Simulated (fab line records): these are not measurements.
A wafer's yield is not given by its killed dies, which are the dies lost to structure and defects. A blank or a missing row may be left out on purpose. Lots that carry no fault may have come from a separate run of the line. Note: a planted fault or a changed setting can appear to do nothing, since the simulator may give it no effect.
Lot-split experiment    flow n5-finfet    route with 1938 steps; 7 lots, 39 wafers read

THE SPLIT ITSELF
At N5_SPACER0_ALD_08 (deposits SiNx, target thk 2 nm), the setting target-thk-a was moved away from the recipe's 20 angstrom on 18 of the 39 wafers read, by -14.6% to +8.7%. This setting was run at the recipe's value on the other wafers.

FROM THE SPLIT TO THE READING: what the file shows between them, 7 steps
- N5_SD_EPI_N_ETCH_35: etches SOC in N2/H2, overetch 108 nm, time 486 s (also split here: time-s)
- N5_SD_EPI_N_STRIP_36: strips in N2/H2
- N5_SD_EPI_N_ETCHBACK_44: etches SiNx in CH3F/O2, stops on SiO2, target depth 14.5 nm
- N5_SD_EPI_N_ETCH_45: etches SiOCN in CH3F/O2, target depth 6 nm
- N5_SD_EPI_N_ETCH_16: etches SiO2 in CHF3/O2, target depth 5 nm
- N5_SD_EPI_N_SD_RECESS_17: chemistry HBr/Cl2/O2, target depth 41 nm, time 23.7 s, bt time 3 s
- N5_SD_EPI_N_STRIP_38: strips in N2/H2

THE READING
SiNx_of_SPACER0_ALD_08.thk-nm (the simulator's own value, which no gauge read), in nm, at N5_SD_EPI_N_WET_ETCH_43 (etches SiO2 in dHF, time 14 s, target depth 1.5 nm). No usual value for it is given in the file.

wafer   tool, chamber at the split  target-thk-a as run, angstrom  against the recipe  SiNx_of_SPACER0_ALD_08.thk-nm, nm  against lot-mates on the recipe
L076.1  ald-sin-02, 2,0,1           20                             recipe              1.6                                -
L076.4  ald-sin-02, 2,0,1           20                             recipe              1.6                                -
L076.5  ald-sin-02, 2,0,1           20                             recipe              1.6                                -
L076.2  ald-sin-02, 1,3,0           18.61                          -7.0%               1.4                                -0.2
L076.3  ald-sin-02, 1,3,0           18.61                          -7.0%               1.4                                -0.2
L076.6  ald-sin-02, 1,3,0           18.61                          -7.0%               1.4                                -0.2
L085.1  ald-sin-04, 2,1,2           21.67                          +8.4%               1.8                                +0.2
L085.3  ald-sin-04, 2,1,2           21.67                          +8.4%               1.8                                +0.2
L085.6  ald-sin-04, 2,1,2           21.67                          +8.4%               1.8                                +0.2
L085.2  ald-sin-04, 0,3,1           20                             recipe              1.6                                -
L085.4  ald-sin-04, 0,3,1           20                             recipe              1.6                                -
L085.5  ald-sin-04, 0,3,1           20                             recipe              1.6                                -
L086.1  ald-sin-03, 3,2,1           20                             recipe              1.6                                -
L086.3  ald-sin-03, 3,2,1           20                             recipe              1.6                                -
L086.6  ald-sin-03, 3,2,1           20                             recipe              1.6                                -
L086.2  ald-sin-03, 0,1,2           18.41                          -8.0%               1.4                                -0.2
L086.4  ald-sin-03, 0,1,2           18.41                          -8.0%               1.4                                -0.2
L086.5  ald-sin-03, 0,1,2           18.41                          -8.0%               1.4                                -0.2
L089.1  ald-sin-02, 1,3,0           17.08                          -14.6%              1.2                                -0.4
L089.3  ald-sin-02, 1,3,0           17.08                          -14.6%              1.2                                -0.4
L089.4  ald-sin-02, 1,3,0           17.08                          -14.6%              1.2                                -0.4
L089.2  ald-sin-02, 2,1,0           20                             recipe              1.6                                -
L089.5  ald-sin-02, 2,1,0           20                             recipe              1.6                                -
L089.6  ald-sin-02, 2,1,0           20                             recipe              1.6                                -
L090.1  ald-sin-03, 1,3,1           21.15                          +5.7%               1.6                                +0.0
L090.4  ald-sin-03, 1,3,1           21.15                          +5.7%               1.6                                +0.0
L090.6  ald-sin-03, 1,3,1           21.15                          +5.7%               1.6                                +0.0
L090.2  ald-sin-03, 2,0,0           20                             recipe              1.6                                -
L090.3  ald-sin-03, 2,0,0           20                             recipe              1.6                                -
L090.5  ald-sin-03, 2,0,0           20                             recipe              1.6                                -
L094.1  ald-sin-03, 0,1,1           20                             recipe              1.6                                -
L094.3  ald-sin-03, 0,1,1           20                             recipe              1.6                                -
L094.4  ald-sin-03, 0,1,1           20                             recipe              1.6                                -
L094.2  ald-sin-03, 3,3,0           21.74                          +8.7%               1.8                                +0.2
L094.5  ald-sin-03, 3,3,0           21.74                          +8.7%               1.8                                +0.2
L094.6  ald-sin-03, 3,3,0           21.74                          +8.7%               1.8                                +0.2
L095.1  ald-sin-03, 1,3,3           20                             recipe              1.6                                -
L095.2  ald-sin-03, 1,3,3           20                             recipe              1.6                                -
L095.5  ald-sin-03, 1,3,3           20                             recipe              1.6                                -
Rows listing several chambers each stand for several wafers; the file does not say which wafer went through which chamber.

FIT RESULTS
A straight line over all 39 wafers: SiNx_of_SPACER0_ALD_08.thk-nm changes by +0.0241 nm for each +1% of target-thk-a; r = +0.97; the points scatter about the line by 0.039 nm.
The same after taking each lot's own level away (the mean of its wafers on the recipe; 39 wafers): +0.0241 nm for each +1%; r = +0.97; scatter 0.039 nm.
That fit puts the effect of the largest move of target-thk-a on the reading at 0.35 nm.
The lots' own levels span 1.60 to 1.60 nm.
Hence the lot-to-lot level has little effect on the slope; both slopes agree.
Check: for one of the wafers moved furthest among these (-14.6%), held out of the fit, the line's prediction against its lot-mates is -0.364 nm. Against them it came out at -0.4 nm.

THESE WAFERS: OTHER SPLITS
Note: prior to the reading, these wafers also went through further splits. Each is held against what the fit with the lots' levels taken away leaves over:
other split on the same wafers   wafers away from the commonest value  r with SiNx_of_SPACER0_ALD_08.thk-nm (lot level and that fit taken away)
N5_FIN_SAQP_FIN_ETCH_36 bias-w   15                                    -0.12
N5_DUMMY_GATE_EXPOSE_12 dose-mj  9                                     -0.24
N5_SD_EPI_N_ETCH_35 time-s       18                                    -0.03

THE FILE'S OWN FIT
SiNx_of_SPACER0_ALD_08.thk-nm changes by +0.0243 nm for each +1% of target-thk-a, r = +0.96.
